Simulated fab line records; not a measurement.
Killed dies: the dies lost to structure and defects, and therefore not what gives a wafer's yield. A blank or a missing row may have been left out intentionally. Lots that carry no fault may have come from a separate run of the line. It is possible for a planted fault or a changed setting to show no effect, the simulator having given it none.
fab line records -- flow n5-finfet -- part 1 of 2: steps 1 to 23 of 34
[record] lots = 5, wafers = 15, last-day = 17
route steps=1938 shown BEOL_M1@796
lots untouched by any fault: they come from a run of this same line in which no faults occurred
start-h: hours from the record's opening day to when the first of the lot's shown wafers began -- wait-h: hours elapsed since this lot's preceding step -- " identical to the entry in the row above -- L1.1+2: several wafers, shown together as one row -- - either no value or no given start -- * or withheld: withheld -- < > ~ a bound
route shown NAME@n: NAME is a module with steps in the file, n the number in the route of the first one -- usual: mean/standard deviation of fault-free wafers -- same: alike in all rows -- chamber/n: place in a boat -- sites: the reading at each site -- _std_site: their standard deviation -- _edge_site: outer sites' mean less inner sites' -- radius-mm: how far each site lies from the wafer's centre -- mask NAME#n: copy n -- behind: the most recent tool/chamber to have shaped the wafer -- hold: why the lot went on hold/how many hours it stayed there/how the hold came to an end -- device: the transistor (n, p or np) that didn't switch -- end of line: the same wafers' tests at the end of the route -- a step without rows: its recipe alone -- killed: not the wafer's yield, but the dies lost to structure and defects at the first sort -- map: per-die view of a wafer (x killed, . not killed, _ where there is no die)
set.NAME: the setting that was run; set.NAME@STEP: the one run at that earlier step -- model.NAME: the simulator's own value behind a step, which no gauge read
lots at selected steps of the route; one table per step, one row per wafer
services: when a tool's chamber went out of use (start-h, in hours from the record's first day, below 0 if earlier), for how many hours, and the reason
[[steps]]
[step N5_BEOL_M1_STRIP_78]
[recipe] chemistry = N2/H2, temp-c = 40, n2-flow-sccm = 200, h2-flow-sccm = 200, rf-frequency-hz = 6e+07
lot.wafer,tool,chamber,start-h,wait-h
L074.1+2+4,rie-diel-03,"3,1,0",131.09,0.0
L079.2+3+5,rie-diel-01,"1,3,0",154.42,0.0
L086.1+3+5,rie-diel-01,"3,0,0",200.32,0.0
L089.2+5+6,rie-diel-03,"1,0,1",215.98,0.0
L094.4+5+6,rie-diel-01,"1,3,0",262.68,0.0
[step N5_BEOL_M1_VIA_ETCH_34]
[recipe] chemistry = C4F6/O2, target-depth-a = 678, mask-material = SOC, pressure-mtorr = 15, ion-energy-ev = 250, taper-deg = 4, time-s = 64.4, source-w = 350, bias-w = 170, Ar_flow_sccm = 300, C4F6_flow_sccm = 10, O2_flow_sccm = 10
[usual] drypump-motor-current-A = 5.9/0.47, oes-product-au = 0.75/0.073, rf-vpp-V = 665/21, showerhead-plenum-p-Torr = 2.84/0.1, throttle-valve-pct = 31.0/0.31
lot.wafer,tool,chamber,start-h,wait-h,drypump-motor-current-A,oes-product-au,rf-hours-counter-h,rf-vpp-V,showerhead-plenum-p-Torr,throttle-valve-pct
L074.1,rie-diel-03,3,131.10,0.0,5.8,0.81,93,658,2.79,30.6
L074.2,rie-diel-03,1,131.10,0.0,6.8,0.70,186,656,2.72,31.3
L074.4,rie-diel-03,0,131.10,0.0,5.7,0.78,138,680,2.96,31.3
L079.2,rie-diel-01,1,154.43,0.0,5.5,0.70,244,657,2.92,31.2
L079.3,rie-diel-01,3,154.43,0.0,5.4,0.77,131,660,2.85,31.2
L079.5,rie-diel-01,0,154.43,0.0,5.5,0.70,-,649,2.83,31.2
L086.1,rie-diel-01,3,200.33,0.0,5.4,0.75,147,660,2.84,31.2
L086.3,rie-diel-01,0,200.33,0.0,5.5,0.68,229,650,2.82,31.2
L086.5,rie-diel-01,0,200.33,0.0,5.5,0.69,-,649,2.82,31.2
L089.2,rie-diel-03,1,215.99,0.0,6.8,0.68,209,656,2.71,31.3
L089.5,rie-diel-03,0,215.99,0.0,5.7,0.73,-,679,2.94,31.3
L089.6,rie-diel-03,1,215.99,0.0,6.8,0.68,-,657,2.71,31.3
L094.4,rie-diel-01,1,262.69,0.0,5.5,0.91,22,656,2.91,30.9
L094.5,rie-diel-01,3,262.69,0.0,5.4,0.75,-,657,2.84,31.2
L094.6,rie-diel-01,0,262.69,0.0,5.5,0.68,-,648,2.81,31.2
[step N5_BEOL_M1_STRIP_83]
[recipe] chemistry = C4F6/O2, resist = SiARC, rf-frequency-hz = 6e+07
lot.wafer,tool,chamber,start-h,wait-h
L074.1+2+4,rie-diel-03,"3,1,0",131.15,0.0
L079.2+3+5,rie-diel-01,"1,3,0",154.48,0.0
L086.1+3+5,rie-diel-01,"3,0,0",200.38,0.0
L089.2+5+6,rie-diel-03,"1,0,1",216.04,0.0
L094.4+5+6,rie-diel-01,"1,3,0",262.74,0.0
[step N5_BEOL_M1_STRIP_36]
[recipe] chemistry = N2/H2, power-w = 450, temp-c = 40, pressure-mtorr = 20, rf-frequency-hz = 6e+07, overash-fraction = 0.3, bias-power-w = 7, h2-frac = 0.5, n2-flow-sccm = 200, h2-flow-sccm = 200
[usual] drypump-motor-current-A = 5.9/0.47, oes-product-au = 0.75/0.073, rf-vpp-V = 59.0/1.4, showerhead-plenum-p-Torr = 2.53/0.1, throttle-valve-pct = 23.8/0.32
lot.wafer,tool,chamber,start-h,wait-h,drypump-motor-current-A,oes-product-au,rf-hours-counter-h,rf-vpp-V,showerhead-plenum-p-Torr,throttle-valve-pct
L074.1,rie-diel-03,3,131.16,0.0,5.8,0.81,93,56.9,2.48,23.4
L074.2,rie-diel-03,1,131.16,0.0,6.8,0.69,186,57.2,2.41,23.8
L074.4,rie-diel-03,0,131.16,0.0,5.7,0.78,138,59.6,2.65,24.1
L079.2,rie-diel-01,1,154.49,0.0,5.5,0.71,244,61.7,2.58,23.8
L079.3,rie-diel-01,3,154.49,0.0,5.4,0.79,131,57.2,2.58,24.6
L079.5,rie-diel-01,0,154.49,0.0,5.5,0.70,-,58.6,2.52,24.0
L086.1,rie-diel-01,3,200.39,0.0,5.4,0.77,147,60.8,2.58,24.6
L086.3,rie-diel-01,0,200.39,0.0,5.5,0.69,229,60.3,2.52,24.0
L086.5,rie-diel-01,0,200.39,0.0,5.5,0.69,-,58.4,2.52,24.0
L089.2,rie-diel-03,1,216.05,0.0,6.8,0.67,209,58.9,2.40,23.8
L089.5,rie-diel-03,0,216.05,0.0,5.7,0.74,-,59.2,2.64,24.1
L089.6,rie-diel-03,1,216.05,0.0,6.8,0.68,-,60.7,2.40,23.8
L094.4,rie-diel-01,1,262.75,0.0,5.5,0.90,22,57.7,2.57,23.4
L094.5,rie-diel-01,3,262.75,0.0,5.4,0.75,-,57.8,2.57,24.6
L094.6,rie-diel-01,0,262.75,0.0,5.5,0.67,-,61.4,2.51,24.0
[step N5_BEOL_M1_TRENCH_ETCH_37]
[recipe] chemistry = C4F6/O2, target-depth-a = 552.07, target = SiOC, time-s = 29, ion-energy-ev = 250, pressure-mtorr = 30, source-w = 355, bias-w = 185, Ar_flow_sccm = 300, C4F6_flow_sccm = 10, O2_flow_sccm = 10
[usual] drypump-motor-current-A = 5.9/0.47, oes-product-au = 0.75/0.072, rf-vpp-V = 665/21, showerhead-plenum-p-Torr = 2.84/0.1, throttle-valve-pct = 21.03/0.24
lot.wafer,tool,chamber,start-h,wait-h,drypump-motor-current-A,oes-product-au,rf-hours-counter-h,rf-vpp-V,showerhead-plenum-p-Torr,throttle-valve-pct
L074.1,rie-diel-03,3,-,-,5.8,0.81,93,658,2.79,20.65
L074.2,rie-diel-03,1,-,-,6.7,0.70,186,655,2.73,21.21
L074.4,rie-diel-03,0,-,-,5.8,0.77,138,680,2.96,21.18
L079.2,rie-diel-01,1,-,-,5.5,0.71,244,656,2.93,21.30
L079.3,rie-diel-01,3,-,-,5.4,0.78,131,659,2.86,21.19
L079.5,rie-diel-01,0,-,-,5.5,0.70,-,649,2.84,21.16
L086.1,rie-diel-01,3,-,-,5.4,0.76,147,658,2.85,21.21
L086.3,rie-diel-01,0,-,-,5.5,0.69,229,648,2.83,21.21
L086.5,rie-diel-01,0,-,-,5.5,0.69,-,649,2.83,21.18
L089.2,rie-diel-03,1,-,-,6.8,0.69,209,657,2.72,21.25
L089.5,rie-diel-03,0,-,-,5.8,0.74,-,681,2.95,21.22
L089.6,rie-diel-03,1,-,-,6.8,0.69,-,656,2.72,21.25
L094.4,rie-diel-01,1,-,-,5.5,0.92,22,657,2.91,20.96
L094.5,rie-diel-01,3,-,-,5.4,0.75,-,658,2.84,21.25
L094.6,rie-diel-01,0,-,-,5.5,0.68,-,649,2.82,21.23
[step N5_BEOL_M1_ETCH_41]
[recipe] chemistry = CH3F/O2, target = SiCN, target-depth-a = 319, taper-deg = 2, time-s = 57.8, ion-energy-ev = 120, mask-material = TiN, pressure-mtorr = 30, source-w = 395, bias-w = 75, Ar_flow_sccm = 150, CH3F_flow_sccm = 30, O2_flow_sccm = 20
[usual] CH3F_flow_sccm = 30.00/0.085, drypump-motor-current-A = 5.9/0.47, oes-product-au = 0.75/0.072, rf-vpp-V = 297.2/1.8, showerhead-plenum-p-Torr = 2.00/0.074, throttle-valve-pct = 16.49/0.25
lot.wafer,tool,chamber,start-h,wait-h,CH3F_flow_sccm,drypump-motor-current-A,oes-product-au,rf-hours-counter-h,rf-vpp-V,showerhead-plenum-p-Torr,throttle-valve-pct
L074.1,rie-diel-03,3,-,-,30.02,5.8,0.81,93,296.5,1.96,16.08
L074.2,rie-diel-03,1,-,-,29.88,6.8,0.70,186,295.4,1.91,16.69
L074.4,rie-diel-03,0,-,-,29.97,5.7,0.77,138,297.9,2.09,16.59
L079.2,rie-diel-01,1,-,-,29.95,5.5,0.71,244,297.7,2.06,16.79
L079.3,rie-diel-01,3,-,-,30.13,5.4,0.78,131,299.7,2.01,16.61
L079.5,rie-diel-01,0,-,-,30.03,5.5,0.70,-,296.7,1.99,16.64
L086.1,rie-diel-01,3,-,-,30.02,5.4,0.76,147,298.1,2.00,16.64
L086.3,rie-diel-01,0,-,-,29.98,5.5,0.69,229,298.0,1.99,16.66
L086.5,rie-diel-01,0,-,-,29.98,5.5,0.69,-,296.2,1.99,16.68
L089.2,rie-diel-03,1,-,-,30.00,6.8,0.68,209,296.2,1.91,16.70
L089.5,rie-diel-03,0,-,-,29.97,5.7,0.73,-,297.2,2.08,16.67
L089.6,rie-diel-03,1,-,-,29.90,6.8,0.68,-,295.0,1.91,16.71
L094.4,rie-diel-01,1,-,-,30.09,5.5,0.90,22,297.3,2.05,16.33
L094.5,rie-diel-01,3,-,-,30.06,5.4,0.74,-,295.5,2.00,16.68
L094.6,rie-diel-01,0,-,-,30.01,5.5,0.68,-,296.5,1.98,16.71
[step N5_BEOL_M1_STRIP_97]
[recipe] chemistry = N2/H2, time-s = 10, power-w = 450, temp-c = 40, pressure-mtorr = 20, rf-frequency-hz = 6e+07, bias-power-w = 7, n2-flow-sccm = 200, h2-flow-sccm = 200
[usual] drypump-motor-current-A = 5.9/0.46, oes-product-au = 0.75/0.073, rf-vpp-V = 59.2/0.92, showerhead-plenum-p-Torr = 2.53/0.1, throttle-valve-pct = 23.8/0.32
lot.wafer,tool,chamber,start-h,wait-h,drypump-motor-current-A,oes-product-au,rf-hours-counter-h,rf-vpp-V,showerhead-plenum-p-Torr,throttle-valve-pct
L074.1,rie-diel-03,3,-,-,5.8,0.81,93,59.0,2.48,23.4
L074.2,rie-diel-03,1,-,-,6.8,0.70,186,59.3,2.41,23.8
L074.4,rie-diel-03,0,-,-,5.7,0.78,138,59.7,2.65,24.1
L079.2,rie-diel-01,1,-,-,5.5,0.70,244,58.3,2.58,23.8
L079.3,rie-diel-01,3,-,-,5.4,0.78,131,58.1,2.58,24.6
L079.5,rie-diel-01,0,-,-,5.5,0.70,-,59.0,2.52,24.0
L086.1,rie-diel-01,3,-,-,5.5,0.77,147,59.4,2.58,24.6
L086.3,rie-diel-01,0,-,-,5.5,0.68,229,58.6,2.52,24.0
L086.5,rie-diel-01,0,-,-,5.5,0.69,-,58.9,2.52,24.0
L089.2,rie-diel-03,1,-,-,6.8,0.68,209,58.0,2.40,23.8
L089.5,rie-diel-03,0,-,-,5.8,0.75,-,61.3,2.64,24.1
L089.6,rie-diel-03,1,-,-,6.7,0.67,-,57.6,2.40,23.8
L094.4,rie-diel-01,1,-,-,5.5,0.90,22,58.6,2.57,23.4
L094.5,rie-diel-01,3,-,-,5.4,0.74,-,59.8,2.57,24.6
L094.6,rie-diel-01,0,-,-,5.5,0.68,-,58.6,2.51,24.0
[step N5_BEOL_M1_OCD_MEAS_38]
[usual] trench-depth-nm = 54.9/1.2
lot.wafer,tool,chamber,start-h,wait-h,trench-depth-nm
L074.1,ocd-01,-,131.35,-,56.2
L074.2,ocd-01,-,131.35,-,53.7
L074.4,ocd-01,-,131.35,-,53.8
L079.2,ocd-02,-,154.69,-,56.5
L079.3,ocd-02,-,154.69,-,55.8
L079.5,ocd-02,-,154.69,-,54.6
L086.1,ocd-02,-,200.58,-,54.9
L086.3,ocd-02,-,200.58,-,52.8
L086.5,ocd-02,-,200.58,-,53.1
L089.2,ocd-02,-,216.25,-,54.7
L089.5,ocd-02,-,216.25,-,53.8
L089.6,ocd-02,-,216.25,-,53.9
L094.4,ocd-02,-,262.95,-,56.5
L094.5,ocd-02,-,262.95,-,55.5
L094.6,ocd-02,-,262.95,-,53.4
[step N5_BEOL_M1_HM_STRIP_39]
[recipe] chemistry = peroxide-tin-strip, material = TiN, target-depth-a = 250, temp-c = 50, time-s = 158
lot.wafer,tool,chamber,start-h,wait-h
L074.1+2+4,wet-bench-01,"7,4,0",131.39,0.0
L079.2+3+5,wet-bench-02,"1,4,3",154.72,0.0
L086.1+3+5,wet-bench-02,"7,1,4",200.62,0.0
L089.2+5+6,wet-bench-02,"6,4,5",216.28,0.0
L094.4+5+6,wet-bench-05,"6,3,2",262.98,0.0
[step N5_BEOL_M1_SRD_40]
[recipe] time-s = 30, temp-c = 23, rinse-liquid = diw, dry = ipa-marangoni
lot.wafer,tool,chamber,start-h,wait-h
L074.1+2+4,wet-bench-01,"7,4,0",131.48,0.0
L079.2+3+5,wet-bench-02,"1,4,3",154.76,0.0
L086.1+3+5,wet-bench-02,"7,1,4",200.67,0.0
L089.2+5+6,wet-bench-02,"6,4,5",216.33,0.0
L094.4+5+6,wet-bench-05,"6,3,2",263.02,0.0
[step N5_BEOL_M1_PRECLEAN_42]
[recipe] chemistry = residue-remover, time-s = 60, temp-c = 40
lot.wafer,tool,chamber,start-h,wait-h
L074.1+2+4,wet-bench-01,"7,4,0",131.51,0.0
L079.2+3+5,wet-bench-02,"1,4,3",154.78,0.0
L086.1+3+5,wet-bench-02,"7,1,4",200.69,0.0
L089.2+5+6,wet-bench-02,"6,4,5",216.34,0.0
L094.4+5+6,wet-bench-05,"6,3,2",263.04,0.0
[step N5_BEOL_M1_SRD_43]
[recipe] time-s = 30, temp-c = 23, rinse-liquid = diw, dry = ipa-marangoni
lot.wafer,tool,chamber,start-h,wait-h
L074.1+2+4,wet-bench-01,"7,4,0",131.55,0.0
L079.2+3+5,wet-bench-02,"1,4,3",154.80,0.0
L086.1+3+5,wet-bench-02,"7,1,4",200.70,0.0
L089.2+5+6,wet-bench-02,"6,4,5",216.36,0.0
L094.4+5+6,wet-bench-05,"6,3,2",263.06,0.0
[step N5_BEOL_M1_CD_MEAS_35]
[recipe] target-cd-nm = 18, target-cd-y-nm = 21, polarity = opening
[usual] cd-nm = 18.1/0.46
lot.wafer,tool,chamber,start-h,wait-h,cd-nm
L074.1,cd-sem-02,-,131.60,0.0,17.7
L074.2,cd-sem-02,-,131.60,0.0,18.4
L074.4,cd-sem-02,-,131.60,0.0,18.4
L079.2,cd-sem-01,-,154.84,0.0,18.3
L079.3,cd-sem-01,-,154.84,0.0,18.2
L079.5,cd-sem-01,-,154.84,0.0,18.0
L086.1,cd-sem-02,-,200.75,0.0,18.1
L086.3,cd-sem-02,-,200.75,0.0,17.0
L086.5,cd-sem-02,-,200.75,0.0,17.9
L089.2,cd-sem-02,-,216.40,0.0,18.1
L089.5,cd-sem-02,-,216.40,0.0,18.9
L089.6,cd-sem-02,-,216.40,0.0,18.2
L094.4,cd-sem-01,-,263.10,0.0,17.8
L094.5,cd-sem-01,-,263.10,0.0,18.1
L094.6,cd-sem-01,-,263.10,0.0,17.7
[step N5_BEOL_M1_DEGAS_44]
[recipe] ambient = vacuum, temp-c = 250, time-s = 60
[usual] heater-power-w = 335/33
lot.wafer,tool,chamber,start-h,wait-h,heater-power-w
L074.1,pvd-sputter-03,-,131.99,0.4,307
L074.2,pvd-sputter-03,-,131.99,0.4,356
L074.4,pvd-sputter-03,-,131.99,0.4,349
L079.2,pvd-sputter-01,-,154.89,0.0,312
L079.3,pvd-sputter-01,-,154.89,0.0,231
L079.5,pvd-sputter-01,-,154.89,0.0,235
L086.1,pvd-sputter-01,-,200.93,0.2,316
L086.3,pvd-sputter-01,-,200.93,0.2,324
L086.5,pvd-sputter-01,-,200.93,0.2,299
L089.2,pvd-sputter-01,-,216.68,0.3,309
L089.5,pvd-sputter-01,-,216.68,0.3,307
L089.6,pvd-sputter-01,-,216.68,0.3,314
L094.4,pvd-sputter-02,-,263.28,0.2,374
L094.5,pvd-sputter-02,-,263.28,0.2,337
L094.6,pvd-sputter-02,-,263.28,0.2,368
[step N5_BEOL_M1_PRE_CLEAN_45]
[recipe] gas = H2/He, time-s = 30, temp-c = 250
[usual] heater-power-w = 336/33
lot.wafer,tool,chamber,start-h,wait-h,heater-power-w
L074.1,pvd-sputter-03,-,132.03,0.0,314
L074.2,pvd-sputter-03,-,132.03,0.0,344
L074.4,pvd-sputter-03,-,132.03,0.0,336
L079.2,pvd-sputter-01,-,154.93,0.0,314
L079.3,pvd-sputter-01,-,154.93,0.0,237
L079.5,pvd-sputter-01,-,154.93,0.0,239
L086.1,pvd-sputter-01,-,200.97,0.0,321
L086.3,pvd-sputter-01,-,200.97,0.0,325
L086.5,pvd-sputter-01,-,200.97,0.0,312
L089.2,pvd-sputter-01,-,216.72,0.0,309
L089.5,pvd-sputter-01,-,216.72,0.0,309
L089.6,pvd-sputter-01,-,216.72,0.0,312
L094.4,pvd-sputter-02,-,263.32,0.0,371
L094.5,pvd-sputter-02,-,263.32,0.0,343
L094.6,pvd-sputter-02,-,263.32,0.0,364
[step N5_BEOL_M1_ALD_84]
[recipe] material = TaN, target-thk-a = *, temp-c = 275, ald-precursor-family = PDMAT, ald-co-reactant = NH3, pressure-torr = 3, carrier-flow-sccm = 1500, pulse-time-s = 2, purge-time-s = 3, co-reactant-purge-time-s = 2, co-reactant-pulse-time-s = 3, ald-cycles = 30, precursor-vessel-temp-c = 75, precursor-vessel-pressure-torr = 26.25, precursor-vessel-carrier-sccm = 1000
[usual] heater-power-w = 422/41
[same] co-reactant-pulse-time-s = 3
lot.wafer,tool,chamber,start-h,wait-h,heater-power-w
L074.1,ald-metal-04,0,132.10,0.1,381
L074.2,ald-metal-04,3,132.10,0.1,387
L074.4,ald-metal-04,1,132.10,0.1,391
L079.2,ald-metal-03,1,155.02,0.1,437
L079.3,ald-metal-03,3,155.02,0.1,374
L079.5,ald-metal-03,3,155.02,0.1,372
L086.1,ald-metal-01,1,201.03,0.0,431
L086.3,ald-metal-01,2,201.03,0.0,481
L086.5,ald-metal-01,3,201.03,0.0,444
L089.2,ald-metal-01,2,216.88,0.1,495
L089.5,ald-metal-01,1,216.88,0.1,419
L089.6,ald-metal-01,0,216.88,0.1,461
L094.4,ald-metal-01,3,263.39,0.0,443
L094.5,ald-metal-01,0,263.39,0.0,453
L094.6,ald-metal-01,1,263.39,0.0,418
[step N5_BEOL_M1_SURFACE_TREAT_85]
[recipe] gas = Ar, time-s = *, ion-energy-ev = *, ion-current-ma-cm2 = 0.5, pressure-mtorr = *, ar-flow-sccm = 30
[usual] throttle-valve-pct = *
lot.wafer,tool,chamber,start-h,wait-h,throttle-valve-pct
L074.1,pvd-sputter-03,-,132.39,0.2,*
L074.2,pvd-sputter-03,-,132.39,0.2,*
L074.4,pvd-sputter-03,-,132.39,0.2,*
L079.2,pvd-sputter-03,-,155.30,0.2,*
L079.3,pvd-sputter-03,-,155.30,0.2,*
L079.5,pvd-sputter-03,-,155.30,0.2,*
L086.1,pvd-sputter-02,-,201.54,0.4,*
L086.3,pvd-sputter-02,-,201.54,0.4,*
L086.5,pvd-sputter-02,-,201.54,0.4,*
L089.2,pvd-sputter-01,-,217.20,0.2,*
L089.5,pvd-sputter-01,-,217.20,0.2,*
L089.6,pvd-sputter-01,-,217.20,0.2,*
L094.4,pvd-sputter-02,-,263.62,0.1,*
L094.5,pvd-sputter-02,-,263.62,0.1,*
L094.6,pvd-sputter-02,-,263.62,0.1,*
[step N5_BEOL_M1_CVD_47]
[recipe] material = Co, target-thk-a = 30, temp-c = withheld, precursor = CCTBA/H2, pressure-torr = 30, time-s = 223.8
lot.wafer,tool,chamber,start-h,wait-h
L074.1+2+4,cvd-co-02,"0,2,2",132.68,0.3
L079.2+3+5,cvd-co-02,"0,2,2",155.36,0.0
L086.1+3+5,cvd-co-01,"0,2,1",201.62,0.1
L089.2+5+6,cvd-co-02,"2,1,2",217.26,0.0
L094.4+5+6,cvd-co-01,"1,0,2",263.75,0.1
[step N5_BEOL_M1_SPUTTER_48]
[recipe] material = Cu, target-thk-a = 45, temp-c = -20, chamber-pressure-pa = 0.07, power-w = withheld, time-s = 8.29
[usual] throttle-valve-pct = 29.9/1.3
lot.wafer,tool,chamber,start-h,wait-h,throttle-valve-pct
L074.1,pvd-sputter-01,-,133.35,0.6,28.9
L074.2,pvd-sputter-01,-,133.35,0.6,30.5
L074.4,pvd-sputter-01,-,133.35,0.6,28.6
L079.2,pvd-sputter-03,-,155.54,0.1,31.0
L079.3,pvd-sputter-03,-,155.54,0.1,31.3
L079.5,pvd-sputter-03,-,155.54,0.1,30.9
L086.1,pvd-sputter-02,-,201.78,0.1,30.8
L086.3,pvd-sputter-02,-,201.78,0.1,30.7
L086.5,pvd-sputter-02,-,201.78,0.1,28.9
L089.2,pvd-sputter-01,-,217.66,0.3,28.7
L089.5,pvd-sputter-01,-,217.66,0.3,27.2
L089.6,pvd-sputter-01,-,217.66,0.3,29.1
L094.4,pvd-sputter-02,-,263.84,0.0,30.6
L094.5,pvd-sputter-02,-,263.84,0.0,30.8
L094.6,pvd-sputter-02,-,263.84,0.0,31.0
[step N5_BEOL_M1_ANNEAL_49]
[recipe] temp-c = 400, time-s = 240, ambient = vacuum
[usual] heater-power-w = 817/96
lot.wafer,tool,chamber,start-h,wait-h,heater-power-w
L074.1,pvd-sputter-01,-,133.43,0.0,774
L074.2,pvd-sputter-01,-,133.43,0.0,605
L074.4,pvd-sputter-01,-,133.43,0.0,828
L079.2,pvd-sputter-03,-,155.62,0.0,875
L079.3,pvd-sputter-03,-,155.62,0.0,865
L079.5,pvd-sputter-03,-,155.62,0.0,873
L086.1,pvd-sputter-02,-,201.86,0.0,862
L086.3,pvd-sputter-02,-,201.86,0.0,851
L086.5,pvd-sputter-02,-,201.86,0.0,907
L089.2,pvd-sputter-01,-,217.74,0.0,816
L089.5,pvd-sputter-01,-,217.74,0.0,770
L089.6,pvd-sputter-01,-,217.74,0.0,779
L094.4,pvd-sputter-02,-,263.92,0.0,814
L094.5,pvd-sputter-02,-,263.92,0.0,815
L094.6,pvd-sputter-02,-,263.92,0.0,860
[step N5_BEOL_M1_SPUTTER_79]
[recipe] material = Cu, target-thk-a = 45, temp-c = -20, chamber-pressure-pa = 0.07, power-w = withheld, time-s = 8.29
[usual] throttle-valve-pct = 29.8/1.3
lot.wafer,tool,chamber,start-h,wait-h,throttle-valve-pct
L074.1,pvd-sputter-01,-,133.57,0.1,29.2
L074.2,pvd-sputter-01,-,133.57,0.1,30.8
L074.4,pvd-sputter-01,-,133.57,0.1,28.7
L079.2,pvd-sputter-03,-,155.76,0.1,30.9
L079.3,pvd-sputter-03,-,155.76,0.1,31.2
L079.5,pvd-sputter-03,-,155.76,0.1,31.0
L086.1,pvd-sputter-02,-,202.00,0.1,30.9
L086.3,pvd-sputter-02,-,202.00,0.1,30.7
L086.5,pvd-sputter-02,-,202.00,0.1,29.0
L089.2,pvd-sputter-01,-,217.88,0.1,28.7
L089.5,pvd-sputter-01,-,217.88,0.1,27.2
L089.6,pvd-sputter-01,-,217.88,0.1,29.2
L094.4,pvd-sputter-02,-,264.06,0.1,30.3
L094.5,pvd-sputter-02,-,264.06,0.1,30.5
L094.6,pvd-sputter-02,-,264.06,0.1,30.7
[step N5_BEOL_M1_ANNEAL_80]
[recipe] temp-c = 400, time-s = 240, ambient = vacuum
[usual] heater-power-w = 817/94
lot.wafer,tool,chamber,start-h,wait-h,heater-power-w
L074.1,pvd-sputter-01,-,133.65,0.0,760
L074.2,pvd-sputter-01,-,133.65,0.0,598
L074.4,pvd-sputter-01,-,133.65,0.0,828
L079.2,pvd-sputter-03,-,155.84,0.0,853
L079.3,pvd-sputter-03,-,155.84,0.0,866
L079.5,pvd-sputter-03,-,155.84,0.0,864
L086.1,pvd-sputter-02,-,202.08,0.0,847
L086.3,pvd-sputter-02,-,202.08,0.0,847
L086.5,pvd-sputter-02,-,202.08,0.0,904
L089.2,pvd-sputter-01,-,217.96,0.0,821
L089.5,pvd-sputter-01,-,217.96,0.0,775
L089.6,pvd-sputter-01,-,217.96,0.0,778
L094.4,pvd-sputter-02,-,264.14,0.0,837
L094.5,pvd-sputter-02,-,264.14,0.0,815
L094.6,pvd-sputter-02,-,264.14,0.0,840
[step N5_BEOL_M1_SPUTTER_81]
[recipe] material = Cu, target-thk-a = 45, temp-c = -20, chamber-pressure-pa = 0.07, power-w = withheld, time-s = 8.29
[usual] throttle-valve-pct = 29.9/1.3
lot.wafer,tool,chamber,start-h,wait-h,throttle-valve-pct
L074.1,pvd-sputter-01,-,133.79,0.1,29.0
L074.2,pvd-sputter-01,-,133.79,0.1,30.7
L074.4,pvd-sputter-01,-,133.79,0.1,28.3
L079.2,pvd-sputter-03,-,155.98,0.1,31.1
L079.3,pvd-sputter-03,-,155.98,0.1,31.4
L079.5,pvd-sputter-03,-,155.98,0.1,30.9
L086.1,pvd-sputter-02,-,202.22,0.1,31.1
L086.3,pvd-sputter-02,-,202.22,0.1,30.8
L086.5,pvd-sputter-02,-,202.22,0.1,28.8
L089.2,pvd-sputter-01,-,218.10,0.1,28.6
L089.5,pvd-sputter-01,-,218.10,0.1,27.3
L089.6,pvd-sputter-01,-,218.10,0.1,28.7
L094.4,pvd-sputter-02,-,264.28,0.1,30.5
L094.5,pvd-sputter-02,-,264.28,0.1,30.6
L094.6,pvd-sputter-02,-,264.28,0.1,30.7
